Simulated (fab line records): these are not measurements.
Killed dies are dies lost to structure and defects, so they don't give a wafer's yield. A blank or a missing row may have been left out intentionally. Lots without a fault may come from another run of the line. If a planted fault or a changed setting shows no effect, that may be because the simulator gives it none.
Problem report in the 8D (eight disciplines) form, filled by code ; flow nand_harc ; the parts of the form that need people (team, actions taken, sign-off) are left out

1. PROBLEM STATEMENT
NHARC_P_M0_CMP_23, time_to_endpoint_s: mean 40.3 s over 1 wafer from 1 lot; wafers with no fault: 28.1 s, standard deviation 2.5. Relative to the usual mean, that is a shift of +4.9 standard deviations.
The step: polishes, t overpolish 20 s, target thk 117.54 nm.
First seen on wafer L750.2, day 14 15:31, on cmp-01. Wafers with a number at this step in the record: 36, from 12 lots. Rule for "out" (also "out of limits"): further than 4 standard deviations from the usual mean. All remaining wafers that have a number are taken as sound.

2. WHAT IT IS AND WHAT IT IS NOT
question;is;is not
which readings at this step;time_to_endpoint_s;motor_current_A, slurry_filter_dp_kPa
which lots;L750;L729, L730, L731, L732, L733, L734, L736, L738, L739, L740, L741
which wafers of those lots;L750.2;L750.4, L750.6
read on which tools;cmp-01;cmp-02, cmp-03
when;from day 14 15:31;up to then (35 sound wafers)

3. WHAT RULES OUT EACH SUSPECT
Counting: a tool at a process step up to the reading stays a suspect if it ran every lot that is out. Sound lots after the first of them don't rule it out here, since some wafers of a struck lot are sound.
- ald_metal-04 at NHARC_P_CONTACT_ALD_22 (deposits TiN, target thk 3 nm, pulse time 1 s, ald cycles 150): kept. The lot that is out, L750, ran on it at day 14 11:08; the last sound lot it ran before that was L741, at day 10 23:07.
- rie_diel-13 at NHARC_P_M0_ETCH_34 (etches the open film in N2/H2, target depth 40 nm, overetch 12 nm, time 43.94 s): kept. The lot that is out, L750, ran on it at day 14 13:35; the last sound lot it ran before that was L741, at day 11 01:40.
- ecd_cu-02 at NHARC_P_M0_ECD_22 (material Cu, target thk 400 nm): kept. The lot that is out, L750, ran on it at day 14 14:50; the last sound lot it ran before that was L741, at day 11 02:53.
- cmp-01 at NHARC_P_M0_CMP_23 (polishes, t overpolish 20 s, target thk 117.54 nm): kept. The lot that is out, L750, ran on it at day 14 15:31; the last sound lot it ran before that was L741, at day 11 03:36. Its own time_to_endpoint_s readings are out on those wafers.
- Within ald_metal-04 at NHARC_P_CONTACT_ALD_22: the wafers that are out ran in chamber 3; their sound lot-mates ran in chamber 0.
- Within cmp-01 at NHARC_P_M0_CMP_23: the wafers that are out ran in chamber 1; their sound lot-mates ran in chamber 3.
Left after counting: ald_metal-04 at NHARC_P_CONTACT_ALD_22, rie_diel-13 at NHARC_P_M0_ETCH_34, ecd_cu-02 at NHARC_P_M0_ECD_22, cmp-01 at NHARC_P_M0_CMP_23.

4. THE CAUSE (what the simulator had put in)
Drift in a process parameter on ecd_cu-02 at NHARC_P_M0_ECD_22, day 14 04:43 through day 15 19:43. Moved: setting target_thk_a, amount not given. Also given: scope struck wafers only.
This tool is one of the 4 suspects left after counting.

5. THE CHAIN OF EFFECTS, in route order
Each row: a reading whose mean over the struck wafers that have a number lies more than 3 standard deviations from the usual. Only readings for which the record gives a usual standard deviation are gone through. hours: the time from each lot's start at the first step in this table that gives one to its start at this step, as a median over the lots. sigmas: the change in usual standard deviations.
hours;step;reading;usual;on struck wafers;change;sigmas
0;NHARC_P_M0_CMP_23;time_to_endpoint_s;28.1 s;40.3;+12.2;+4.9
Its process steps:
- NHARC_P_M0_CMP_23: polishes, t overpolish 20 s, target thk 117.54 nm.
Later steps that measure or inspect, where all struck wafers having a row at the step show a number for every such reading and not one has moved that far: NHARC_P_M0_INSPECT_27.

6. WHAT WOULD HAVE CAUGHT IT SOONER
First out-of-limits reading in this record: day 14 15:31, which is 11 hours after fault onset at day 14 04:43.
The start of NHARC_P_M0_ECD_22 on ecd_cu-02 came by day 14 15:31 for every one of the lots that are out (1). None of them would have been spared by holding the tool at that moment.
